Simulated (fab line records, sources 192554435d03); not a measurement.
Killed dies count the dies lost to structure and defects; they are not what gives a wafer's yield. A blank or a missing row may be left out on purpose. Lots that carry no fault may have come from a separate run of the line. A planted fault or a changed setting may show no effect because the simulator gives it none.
Which tool did it? ; flow n5_finfet ; 10 lots with 30 wafers sampled at 4 steps, on a route of 1938 steps

## WHAT THE GAUGES SHOWED, per wafer
N5_PASSIVATION_CD_MEAS_44: the cd target is 40000 nm. Usual: cd_nm 39999 nm, standard deviation 6.4.
lot;measured;on;cd_nm (nm);flag
L433;day 12 08:53;cd_sem-03;40010 40005 40008;
L434;day 12 10:14;cd_sem-02;40005 40003 40000;
L436;day 12 18:51;cd_sem-03;39998 40000 39995;
L437;day 12 23:13;cd_sem-01;39996 40000 39997;
L439;day 13 14:04;cd_sem-03;40000 40011 40007;
L441;day 14 16:38;cd_sem-02;39996 39996 40004;
L444;day 15 07:28;cd_sem-03;40005 40001 40014;
L446;day 15 15:09;cd_sem-01;39987 39992 39992;
L448;day 15 23:20;cd_sem-02;40003 40004 39996;
L455;day 17 19:35;cd_sem-03;40003 40001 40001;

## WHAT TOOL EACH LOT RAN ON (gives the tool, then ch and the chambers of the sampled wafers, and finally the start)
lot;N5_SDB_ETCH_25;N5_MIM_BOT_LITHO_DESCUM_10;N5_PASSIVATION_STRIP_14
L433;rie_diel-06 ch 0,2,3, day 4 05:05;rie_diel-03 ch 0,2,3, day 12 01:59;rie_diel-01 ch 0,1,2, day 12 05:46
L434;rie_diel-02 ch 0,1,2, day 4 07:11;rie_diel-03 ch 0,1, day 12 03:32;rie_diel-04 ch 0,2,3, day 12 06:52
L436;rie_diel-02 ch 0,2,3, day 4 18:01;rie_diel-02 ch 0,2,3, day 12 12:25;rie_diel-04 ch 1,2, day 12 15:39
L437;rie_diel-02 ch 2,3, day 5 01:47;rie_diel-03 ch 1,2, day 12 17:50;rie_diel-04 ch 0,1, day 12 19:50
L439;rie_diel-03 ch 0,2,3, day 5 11:47;rie_diel-06 ch 0,2, day 13 08:08;rie_diel-04 ch 0,1,2, day 13 10:45
L441;rie_diel-06 ch 0,3, day 6 01:43;rie_diel-02 ch 1,3, day 14 07:53;rie_diel-04 ch 0,2,3, day 14 12:40
L444;rie_diel-02 ch 0,1,2, day 6 21:37;rie_diel-06 ch 0,2,3, day 15 01:17;rie_diel-05 ch 0,2,3, day 15 03:47
L446;rie_diel-02 ch 1,3, day 7 07:25;rie_diel-03 ch 0,2,3, day 15 07:58;rie_diel-04 ch 1,2, day 15 10:58
L448;rie_diel-02 ch 0,1,2, day 7 17:27;rie_diel-06 ch 1,3, day 15 18:32;rie_diel-01 ch 0,3, day 15 20:16
L455;rie_diel-06 ch 0,1,2, day 9 13:00;rie_diel-06 ch 0,3, day 17 13:35;rie_diel-01 ch 0,1,3, day 17 16:07
- N5_SDB_ETCH_25: etches SiO2 in C4F6/O2, target depth 10 nm, time 3.3 s.
- N5_MIM_BOT_LITHO_DESCUM_10: chemistry O2, time 7.9 s.
- N5_PASSIVATION_STRIP_14: strips in O2.

## WHAT THE TOOLS THEMSELVES READ (means of the sampled wafers that have a number; where no wafer has one, the mark that the record gives instead)
N5_SDB_ETCH_25. Usual: C4F6_flow_sccm 9.997 sccm, standard deviation 0.029; O2_flow_sccm 10.00 sccm, standard deviation 0.032; drypump_motor_current_A 5.61 A, standard deviation 0.29; mfc_ar_sccm 299.9 sccm, standard deviation 0.99; oes_product_au 0.80 a.u., standard deviation 0.093; rf_vpp_V 662 V, standard deviation 20; showerhead_plenum_p_Torr 2.81 Torr, standard deviation 0.081; throttle_valve_pct 21.13 %, standard deviation 0.24.
lot;tool;C4F6_flow_sccm (sccm);O2_flow_sccm (sccm);drypump_motor_current_A (A);mfc_ar_sccm (sccm);oes_product_au (a.u.);rf_vpp_V (V);showerhead_plenum_p_Torr (Torr);throttle_valve_pct (%);flag
L433;rie_diel-06;9.997;9.99;5.83;299.5;0.85;652;2.79;21.02;
L434;rie_diel-02;9.982;9.98;5.54;300.0;0.76;656;2.77;21.39;
L436;rie_diel-02;10.019;10.02;5.72;300.0;0.72;653;2.77;21.28;
L437;rie_diel-02;10.005;10.01;5.74;301.0;0.71;670;2.80;21.34;
L439;rie_diel-03;10.009;10.00;5.54;298.9;0.80;673;2.89;21.01;
L441;rie_diel-06;9.985;9.98;5.98;300.4;0.77;647;2.72;21.10;
L444;rie_diel-02;9.991;9.96;5.54;299.9;0.74;656;2.76;21.44;
L446;rie_diel-02;9.985;9.95;5.57;300.5;0.92;683;2.79;21.32;
L448;rie_diel-02;9.970;10.00;5.55;300.0;0.73;656;2.75;21.45;
L455;rie_diel-06;10.015;10.01;5.66;299.7;0.86;659;2.84;21.01;

N5_MIM_BOT_LITHO_DESCUM_10. Usual: drypump_motor_current_A 5.58 A, standard deviation 0.29; oes_product_au 0.81 a.u., standard deviation 0.075; rf_vpp_V 243.1 V, standard deviation 1.3; showerhead_plenum_p_Torr 2.08 Torr, standard deviation 0.07; temp_c 40.00 C, standard deviation 0.11; throttle_valve_pct 20.35 %, standard deviation 0.27.
lot;tool;drypump_motor_current_A (A);oes_product_au (a.u.);rf_vpp_V (V);showerhead_plenum_p_Torr (Torr);temp_c (C);throttle_valve_pct (%);flag
L433;rie_diel-03;5.57;0.83;243.3;2.10;40.00;20.11;
L434;rie_diel-03;5.17;0.82;243.0;2.07;39.95;20.36;
L436;rie_diel-02;5.68;0.75;242.6;2.01;39.96;20.52;
L437;rie_diel-03;5.38;0.79;242.3;2.05;40.02;20.45;
L439;rie_diel-06;5.70;0.81;243.3;2.07;39.99;20.33;
L441;rie_diel-02;5.57;0.79;243.0;2.02;40.02;20.62;
L444;rie_diel-06;5.83;0.82;243.7;2.11;39.99;20.30;
L446;rie_diel-03;5.57;0.80;243.5;2.09;40.00;20.15;
L448;rie_diel-06;5.76;0.87;245.3;2.19;40.03;20.33;
L455;rie_diel-06;5.95;0.83;243.3;2.16;39.91;20.29;

N5_PASSIVATION_STRIP_14. Usual: drypump_motor_current_A 5.7 A, standard deviation 0.38; oes_product_au 0.80 a.u., standard deviation 0.065; rf_vpp_V 3.8 V, standard deviation 0.85; showerhead_plenum_p_Torr 2.12 Torr, standard deviation 0.047; temp_c 59.97 C, standard deviation 0.13; throttle_valve_pct 16.57 %, standard deviation 0.23.
lot;tool;drypump_motor_current_A (A);oes_product_au (a.u.);rf_vpp_V (V);showerhead_plenum_p_Torr (Torr);temp_c (C);throttle_valve_pct (%);flag
L433;rie_diel-01;5.7;0.88;4.1;2.11;59.92;16.66;
L434;rie_diel-04;5.8;0.80;4.1;2.13;59.90;16.59;
L436;rie_diel-04;5.6;0.85;3.1;2.14;59.87;16.63;
L437;rie_diel-04;5.1;0.72;2.8;2.15;60.16;16.52;
L439;rie_diel-04;5.4;0.78;3.4;2.14;60.02;16.61;
L441;rie_diel-04;5.8;0.79;3.0;2.13;60.00;16.62;
L444;rie_diel-05;5.5;0.88;3.7;2.13;60.05;16.22;
L446;rie_diel-04;5.6;0.81;3.4;2.13;59.93;16.67;
L448;rie_diel-01;6.0;0.85;4.6;2.04;59.87;16.37;
L455;rie_diel-01;5.8;0.80;3.9;2.09;59.87;16.53;

## THE ANSWER, worked out from the rows above alone
Rule: a lot counts as off when the mean over its wafers that have a number is more than 3 standard deviations away from the usual mean. A lot without any number at a reading at which 4 lots or more have one is off too. All remaining lots with rows at the step are treated as sound. First the gauges in route order, then the tools' own readings, where a lot's mean is used as printed above. The first step at which some lot is off is used, and at that step the reading that is off furthest; a lot without a number counts as furthest.
No lot is off at any reading shown: from this, nothing can be told.

## WHAT THE SIMULATOR HAD PUT IN
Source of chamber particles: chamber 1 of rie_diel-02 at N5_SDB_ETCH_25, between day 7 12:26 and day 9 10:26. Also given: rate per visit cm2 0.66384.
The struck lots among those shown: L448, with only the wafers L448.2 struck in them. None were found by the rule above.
